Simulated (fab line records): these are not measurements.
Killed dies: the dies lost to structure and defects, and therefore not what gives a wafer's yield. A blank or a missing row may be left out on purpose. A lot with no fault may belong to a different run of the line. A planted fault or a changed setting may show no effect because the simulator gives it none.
Struck lot and sound lot, side by side ; flow nand_harc ; 14 out of 1159 route steps
Sound: wafers L970.3, L970.5, L970.6. Wafers struck: L978.1, L978.3, L978.5. The cause is named last.
For every step that has rows: the tool of each side, followed by ch and its chambers, followed by its first start. Under that, the readings that differ: sound wafers ; struck wafers ; difference of the means ; sigmas: that difference in standard deviations of wafers without a fault.
alike: words and numbers the same on both sides, and readings whose means are apart by under 2 such deviations; not compared: readings that were withheld, readings missing a value for some wafer, numbers with overlapping values and no deviation given by the record, and bounds like >300 which may hide the same value.
Wherever a step has rows on one side only, a row that says differs or no value, or a row with sigmas, the two part there. Numbers that have no deviation but don't overlap get no sigmas and don't part them. Lack of a reading on every wafer of one side parts them only where that side has two or more wafers.

NHARC_P_CONTACT_INSPECT_14:
  struck on defect_inspect-02, day 10 20:23; sound on defect_inspect-02, day 8 16:40
  alike: raw_defect_count
NHARC_P_CONTACT_DESCUM_17: chemistry O2, time 3 s.
  sound on rie_diel-12 ch 0,1, day 8 16:44; struck on rie_diel-04 ch 0,3, day 10 20:26
  alike: drypump_motor_current_A, oes_product_au, rf_vpp_V, showerhead_plenum_p_Torr, throttle_valve_pct
  not compared: rf_hours_counter_h
NHARC_P_CONTACT_ETCH_35: etches the open film in CF4, target depth 39 nm, time 65 s.
  sound on rie_diel-12 ch 0,3, day 8 16:49; struck on rie_diel-04 ch 0,1,2, day 10 20:32
  alike: drypump_motor_current_A, oes_product_au, rf_vpp_V, showerhead_plenum_p_Torr, throttle_valve_pct
  not compared: rf_hours_counter_h
then, 3 steps without rows for these wafers: NHARC_P_CONTACT_ETCH_36 (etches the open film in N2/H2, target depth 260 nm, time 406.25 s); NHARC_P_CONTACT_ETCH_18 (etches the open film in C4F8/O2/Ar, target depth 481 nm, time 240.5 s); NHARC_P_CONTACT_STRIP_37 (strips in C4F8/O2/Ar).
NHARC_P_CONTACT_ETCH_31: etches the open film in CH3F/O2, target depth 30 nm, time 85.7 s.
  sound on rie_diel-12 ch 0,1,3; struck on rie_diel-04 ch 2,3
  alike: drypump_motor_current_A, oes_product_au, rf_vpp_V, showerhead_plenum_p_Torr, throttle_valve_pct
  not compared: rf_hours_counter_h
NHARC_P_CONTACT_CD_MEAS_19:
  struck on cd_sem-02, day 10 21:19; sound on cd_sem-01, day 8 17:37
  alike: cd_nm
then, 2 steps without rows for these wafers: NHARC_P_CONTACT_STRIP_28 (strips in O2); NHARC_P_CONTACT_STRIP_29 (strips in post etch residue remover, time 1200 s).
NHARC_P_CONTACT_DEGAS_38: time 60 s.
  struck on pvd_sputter-03, day 10 22:02; sound on pvd_sputter-03, day 8 18:19
  alike: heater_power_w
then, 1 step without rows for these wafers: NHARC_P_CONTACT_PRE_CLEAN_39 (time 19.5 s).
NHARC_P_CONTACT_PVD_32: deposits Ti, target thk 5 nm, time 17.7 s.
  struck on pvd_sputter-03, day 10 22:10; sound on pvd_sputter-03, day 8 18:28
  no value came back on the struck wafers for cathode_dc_power_W (W), chamber_pressure_pa (Pa), throttle_valve_pct (%); on the sound wafers cathode_dc_power_W (W) reads 5001.3 5001.7 5000.4
NHARC_P_CONTACT_ALD_22: deposits TiN, target thk 3 nm, pulse time 1 s, ald cycles 150.
  sound on ald_metal-01 ch 2,3, day 8 18:34; struck on ald_metal-02 ch 0,1,2, day 10 22:17
  alike: heater_power_w, precursor_pulse_height_rel

## WHERE THEY PART
Only at NHARC_P_CONTACT_PVD_32, as far as this record shows. Later steps at which nothing parts them and some readings are alike: NHARC_P_CONTACT_ALD_22.

WHY: the cause the simulator had injected
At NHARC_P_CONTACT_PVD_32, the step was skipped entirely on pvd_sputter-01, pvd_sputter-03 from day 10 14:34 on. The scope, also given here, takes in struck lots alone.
